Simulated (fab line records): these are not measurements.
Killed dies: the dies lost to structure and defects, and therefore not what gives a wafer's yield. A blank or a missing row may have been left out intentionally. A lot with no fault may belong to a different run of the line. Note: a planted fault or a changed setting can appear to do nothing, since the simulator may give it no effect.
Struck lot and sound lot, side by side :: flow n5 finfet :: 22 out of 1938 route steps
Sound: these wafers, L128.4, L128.5, L128.6. The struck wafers were L139.3, L139.5, L139.6. Last of all comes the cause.
Per side, at each step with rows, come the tool, then ch with its chambers, and then its first start. Under that, the readings that differ: sound wafers :: struck wafers :: difference of the means :: sigmas: that difference in standard deviations of wafers without a fault.
alike: a reading whose means differ by less than 2 such deviations, as well as words and numbers matching on both sides. not compared: withheld readings; readings where some wafer has no value; bounds like >300 that might hide an equal value; numbers whose values overlap and for which the record gives no deviation.
A row with sigmas, a row that says differs or no value, or rows on one side alone: a step with any of these is where the two part. Numbers that have no deviation but don't overlap get no sigmas and don't part them. A reading missing from all wafers of one side parts the sides only when that side holds two or more wafers.

first, 9 steps without rows for these wafers: N5_BEOL_M5_DEVELOP_10 (develop time 30 s); N5_BEOL_M5_DESCUM_16 (chemistry O2, time 7 s); N5_BEOL_M5_ETCH_72 (etches underlayer in N2/H2, target depth 6.5 nm, time 5.2 s); N5_BEOL_M5_ETCH_61 (etches SiARC in CF4, target depth 15.6 nm, time 26 s); N5_BEOL_M5_ETCH_62 (etches SOC in N2/H2, target depth 75 nm, overetch 15 nm, time 112.5 s); N5_BEOL_M5_STRIP_63 (strips in N2/H2); N5_BEOL_M5_STRIP_73 (strips in N2/H2); N5_BEOL_M5_STRIP_64 (strips in CF4); N5_BEOL_M5_HM_OPEN_17 (chemistry Cl2/BCl3, target TiN, target depth 20 nm, overetch 6 nm).
N5_BEOL_M5_STRIP_19: strips in O2.
  sound on rie diel-06 ch 0,1, day 8 06:04; struck on rie diel-06 ch 0,1,3, day 11 02:41
  alike: drypump motor current A, oes product au, rf vpp V, showerhead plenum p Torr, throttle valve pct
  not compared: rf hours counter h
then, 9 steps without rows for these wafers: N5_BEOL_M5_COAT_65 (time 60 s, resist thk 60 nm); N5_BEOL_M5_COAT_66 (time 60 s, resist thk 12 nm); N5_BEOL_M5_COAT_74 (time 60 s, resist thk 5 nm); N5_BEOL_M5_COAT_22 (resist thk 30 nm); N5_BEOL_M5_EBR_24; N5_BEOL_M5_SOFTBAKE_23 (time 60 s); N5_BEOL_M5_EXPOSE_25 (exposes mask V4, defocus 10 nm); N5_BEOL_M5_PEB_26 (peb time 60 s); N5_BEOL_M5_DEVELOP_27 (develop time 30 s).
N5_BEOL_M5_INSPECT_30: inspects for defects (brightfield).
  sound on defect inspect-01, day 8 07:33; struck on defect inspect-01, day 11 06:10
reading: raw defect count
sound: 534 382 581
struck: 1009 958 820
difference: +430
sigmas: +4
then, 1 step without rows for these wafers: N5_BEOL_M5_DESCUM_33 (chemistry O2, time 7 s).
-- record jumps: 5 days separate the struck wafers' starts on either side; left off in module BEOL_M5, taken up again in module PASSIVATION, whose first shown step is the route's number 1936 --
N5_PASSIVATION_PROBE_49:
  sound on prober-02, day 12 14:33; struck on prober-01, day 16 02:13
reading: defect limited yield (%)
sound: 91.2 93.4 92.0
struck: 84.1 81.3 84.7
difference: -8.8
sigmas: -6

reading: killed_at_M4_up
sound: 8 15 12
struck: 109 100 109
difference: +94
sigmas: +17

reading: killed dies
sound: 104 78 94
struck: 188 221 181
difference: +105
sigmas: +6

reading: killed on rim
sound: 10 10 12
struck: 28 32 27
difference: +18
sigmas: +4

reading: sort_bin_5_function (%)
sound: 4.7 4.3 5.0
struck: 9.7 11.9 9.2
difference: +5.6
sigmas: +6

reading: sort_bin_6_memory (%)
sound: 3.7 2.2 2.7
struck: 4.4 4.7 4.2
difference: +1.6
sigmas: +2

reading: sort n pass
sound: 1076 1102 1086
struck: 992 959 999
difference: -105
sigmas: -6

reading: sort yield pct (%)
sound: 91.2 93.4 92.0
struck: 84.1 81.3 84.7
difference: -8.8
sigmas: -6
  alike: killed_at_M0_to_M3, killed at contacts, killed at front end, killed at other, killed open, killed short

WHERE THEY PART
Earliest at N5_BEOL_M5_INSPECT_30; latest, in this record, at N5_PASSIVATION_PROBE_49.

WHY: whatever the simulator had introduced
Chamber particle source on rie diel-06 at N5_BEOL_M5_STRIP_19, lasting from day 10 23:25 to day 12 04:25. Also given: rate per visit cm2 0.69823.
